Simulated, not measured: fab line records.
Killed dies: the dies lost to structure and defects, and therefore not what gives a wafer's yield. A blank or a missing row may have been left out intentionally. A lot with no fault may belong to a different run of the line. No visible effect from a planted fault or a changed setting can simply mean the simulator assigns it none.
Which of the tools did it? -- flow n5Finfet -- 9 lots, 27 wafers sampled, at 5 steps of a route of 1938

== WHAT THE GAUGES READ, wafer by wafer ==
N5_HKMG_FIN_CD_MEAS_12: target cd 92.8 nm. Usual: 92.9 nm for cdNm, sd 0.54.
lot,measured,on,cdNm (nm),flag
L322,day 4 01:59,cdSem-03,92.8 93.9 93.8,
L323,day 4 07:24,cdSem-01,92.5 92.9 93.1,
L324,day 4 15:24,cdSem-01,92.7 93.1 92.9,
L330,day 6 07:58,cdSem-03,93.0 92.9 92.8,
L335,day 7 08:07,cdSem-02,92.9 92.4 92.8,
L338,day 8 02:30,cdSem-01,93.1 93.0 93.1,
L339,day 8 10:43,cdSem-02,92.7 92.1 92.3,
L342,day 9 03:11,cdSem-02,92.2 92.6 91.9,
L344,day 9 16:14,cdSem-02,93.3 93.1 93.2,

N5_BEOL_M4_RC_MEAS_101. Usual: DIBL_N 36.5 mV/V, standard deviation 1.4; DIBL_P 36.9 mV/V, standard deviation 1.7; IOFF_N 0.163 nA/um, standard deviation 0.023; IOFF_P 0.22 nA/um, standard deviation 0.032; ION_N 673 uA/um, standard deviation 9; ION_P 462 uA/um, standard deviation 7.5; SS_N 71.6 mV/dec, standard deviation 0.54; SS_P 73.4 mV/dec, standard deviation 0.62; VT_N 249.8 mV, standard deviation 2.8; VT_P -250 mV, standard deviation 3.5.
lot,measured,on,DIBL_N (mV/V),DIBL_P (mV/V),IOFF_N (nA/um),IOFF_P (nA/um),ION_N (uA/um),ION_P (uA/um),SS_N (mV/dec),SS_P (mV/dec),VT_N (mV),VT_P (mV),flag
L322,day 7 20:49,prober-02,35.6 36.6 35.5,35.4 36.4 35.4,0.143 0.167 0.149,0.19 0.20 0.19,663 665 674,459 450 461,71.8 72.1 71.7,73.3 73.2 72.7,252.3 249.5 251.7,-255 -253 -255,
L323,day 7 23:18,prober-01,35.0 37.3 36.1,35.9 38.7 37.2,0.143 0.184 0.163,0.21 0.26 0.23,657 680 663,457 468 460,71.2 71.9 72.0,73.6 74.2 73.8,253.3 247.2 250.5,-248 -245 -249,
L324,day 8 14:34,prober-02,36.8 37.5 38.1,36.5 36.5 37.9,0.161 0.173 0.186,0.26 0.25 0.29,684 680 689,479 475 482,71.6 72.0 71.9,73.5 73.7 73.7,249.2 247.9 245.9,-243 -248 -244,
L330,day 9 21:07,prober-01,36.0 35.9 36.5,37.5 37.3 37.8,0.176 0.175 0.187,0.25 0.26 0.27,676 672 679,468 470 469,71.8 71.7 73.1,74.1 74.2 73.4,248.6 246.5 249.4,-244 -248 -246,
L335,day 11 10:47,prober-02,37.1 38.6 38.2,35.0 37.5 36.8,0.148 0.184 0.174,0.18 0.22 0.20,664 675 683,448 455 454,71.5 71.8 71.9,73.0 74.8 73.5,250.4 249.4 248.8,-255 -252 -253,
L338,day 12 08:54,prober-02,38.2 35.8 35.6,39.0 36.5 35.4,0.202 0.160 0.148,0.26 0.21 0.19,680 660 676,470 454 460,71.1 71.4 71.3,73.4 72.9 73.3,245.6 248.4 250.4,-246 -249 -252,
L339,day 12 12:41,prober-02,36.8 36.8 37.8,38.5 38.7 40.1,0.174 0.182 0.198,0.21 0.24 0.25,686 684 688,462 470 467,71.9 71.7 72.4,73.5 73.6 73.6,247.8 248.8 244.6,-251 -248 -246,
L342,day 12 18:17,prober-02,37.8 35.1 34.4,39.6 36.1 35.9,0.191 0.142 0.128,0.22 0.17 0.17,679 671 656,457 448 454,71.9 71.0 70.8,74.2 73.7 73.8,247.5 251.1 255.7,-252 -258 -254,
L344,day 13 21:52,prober-02,37.4 35.0 37.4,36.8 33.4 36.2,0.154 0.117 0.156,0.21 0.16 0.20,669 668 664,464 456 455,71.8 71.4 71.9,73.0 72.8 73.4,251.2 254.7 252.8,-249 -253 -249,

== TOOL THAT RAN EACH LOT (tool first, then ch and the chambers of the sampled wafers, then the start) ==
lot,N5_DUMMY_REMOVAL_HM_STRIP_01,N5_HKMG_FIN_ALD_79,N5_HKMG_FIN_ALD_36
L322,"rieDiel-06 ch 0,2, day 3 20:34","aldMetal-01 ch 0,1,3, day 4 00:08","aldMetal-03 ch 0,1,3, day 4 00:57"
L323,"rieDiel-01 ch 0,1,3, day 4 02:11","aldMetal-03 ch 0,2, day 4 05:31","aldMetal-01 ch 1,3, day 4 06:22"
L324,"rieDiel-02 ch 0,3, day 4 10:31","aldMetal-01 ch 0,2,3, day 4 13:29","aldMetal-02 ch 0,3, day 4 14:14"
L330,"rieDiel-06 ch 2,3, day 6 02:58","aldMetal-01 ch 1,2, day 6 06:02","aldMetal-03 ch 0,2, day 6 06:49"
L335,"rieDiel-06 ch 0,2,3, day 7 03:06","aldMetal-01 ch 0,1,3, day 7 06:19","aldMetal-01 ch 0,1,3, day 7 07:05"
L338,"rieDiel-02 ch 1,2,3, day 7 20:52","aldMetal-02 ch 0,1,3, day 8 00:07","aldMetal-01 ch 1,2,3, day 8 01:27"
L339,"rieDiel-06 ch 2,3, day 8 05:50","aldMetal-03 ch 0,1,2, day 8 08:48","aldMetal-02 ch 0,1,2, day 8 09:34"
L342,"rieDiel-02 ch 0,1,2, day 8 21:50","aldMetal-03 ch 0,2,3, day 9 01:11","aldMetal-03 ch 0,1,2, day 9 02:09"
L344,"rieDiel-06 ch 0,3, day 9 11:11","aldMetal-03 ch 0,1, day 9 14:19","aldMetal-02 ch 1,2,3, day 9 15:12"
- N5_DUMMY_REMOVAL_HM_STRIP_01: strips SiNx in CH3F/O2, stops on poly-Si, target depth 4 nm, time 6.8 s.
- N5_HKMG_FIN_ALD_79: deposits TiN, target thk 1.5 nm, pulse time 1 s, purge time 3 s.
- N5_HKMG_FIN_ALD_36: deposits TiN, target thk 1 nm, pulse time 1 s, purge time 3 s.

== AS READ BY THE TOOLS THEMSELVES (means over the sampled wafers that have a number; for cases with no such wafer, the mark the record gives instead) ==
N5_DUMMY_REMOVAL_HM_STRIP_01. Usual: O2_flow_sccm 20.00 sccm, standard deviation 0.057; drypumpMotorCurrentA 5.5 A, standard deviation 0.47; oesProductAu 0.62 a.u., standard deviation 0.045; rfVppV 127.1 V, standard deviation 1.1; showerheadPlenumPTorr 1.97 Torr, standard deviation 0.075; throttleValvePct 16.26 %, standard deviation 0.18.
lot,tool,O2_flow_sccm (sccm),drypumpMotorCurrentA (A),oesProductAu (a.u.),rfVppV (V),showerheadPlenumPTorr (Torr),throttleValvePct (%),flag
L322,rieDiel-06,20.00,5.2,0.62,126.2,1.96,16.38,
L323,rieDiel-01,19.96,5.3,0.62,127.6,1.98,16.33,
L324,rieDiel-02,20.04,5.4,0.71,128.5,2.09,16.02,
L330,rieDiel-06,20.02,5.4,0.58,126.5,1.91,16.28,
L335,rieDiel-06,19.96,5.4,0.59,126.0,1.94,16.42,
L338,rieDiel-02,19.99,5.8,0.62,127.4,1.95,16.22,
L339,rieDiel-06,19.98,5.4,0.57,125.8,1.90,16.31,
L342,rieDiel-02,19.98,5.6,0.64,127.5,1.98,16.12,
L344,rieDiel-06,20.01,5.6,0.56,127.3,1.93,16.44,

N5_HKMG_FIN_ALD_79. Usual: heaterPowerW 896 W, standard deviation 80; precursorPulseHeightRel 1.001, standard deviation 0.021; susceptorTempC 399.99 C, standard deviation 0.22.
lot,tool,heaterPowerW (W),precursorPulseHeightRel,susceptorTempC (C),flag
L322,aldMetal-01,956,0.975,400.06,
L323,aldMetal-03,808,0.995,400.08,
L324,aldMetal-01,928,1.010,400.00,
L330,aldMetal-01,939,1.019,400.17,
L335,aldMetal-01,966,1.008,399.93,
L338,aldMetal-02,883,1.004,399.75,
L339,aldMetal-03,872,1.014,400.06,
L342,aldMetal-03,819,1.011,400.06,
L344,aldMetal-03,906,1.019,399.95,

N5_HKMG_FIN_ALD_36. Usual: heaterPowerW 902 W, standard deviation 76; precursorPulseHeightRel 1.001, standard deviation 0.019; susceptorTempC 399.99 C, standard deviation 0.2.
lot,tool,heaterPowerW (W),precursorPulseHeightRel,susceptorTempC (C),flag
L322,aldMetal-03,900,0.993,399.95,
L323,aldMetal-01,1006,1.017,399.91,
L324,aldMetal-02,910,0.994,400.06,
L330,aldMetal-03,828,0.994,399.93,
L335,aldMetal-01,971,0.997,400.11,
L338,aldMetal-01,950,1.005,399.93,
L339,aldMetal-02,851,1.013,399.82,
L342,aldMetal-03,887,1.008,399.99,
L344,aldMetal-02,877,0.989,399.92,

== THE ANSWER, worked out from the rows above alone ==
Rule: lot off if the mean of its wafers having a number is beyond 3 standard deviations from the usual mean. Also off: a lot with no number at a reading for which 4 or more lots have one. Any other lot the step has rows for is counted as sound. After the gauges, taken in route order, come the tools' own readings; for these a lot's mean is taken, as printed above. The first step at which some lot is off is used, and at that step the reading that is off furthest; a lot without a number counts as furthest.
Nothing can be told from this: no lot is off at any reading shown.

== WHAT HAD BEEN PUT IN BY THE SIMULATOR ==
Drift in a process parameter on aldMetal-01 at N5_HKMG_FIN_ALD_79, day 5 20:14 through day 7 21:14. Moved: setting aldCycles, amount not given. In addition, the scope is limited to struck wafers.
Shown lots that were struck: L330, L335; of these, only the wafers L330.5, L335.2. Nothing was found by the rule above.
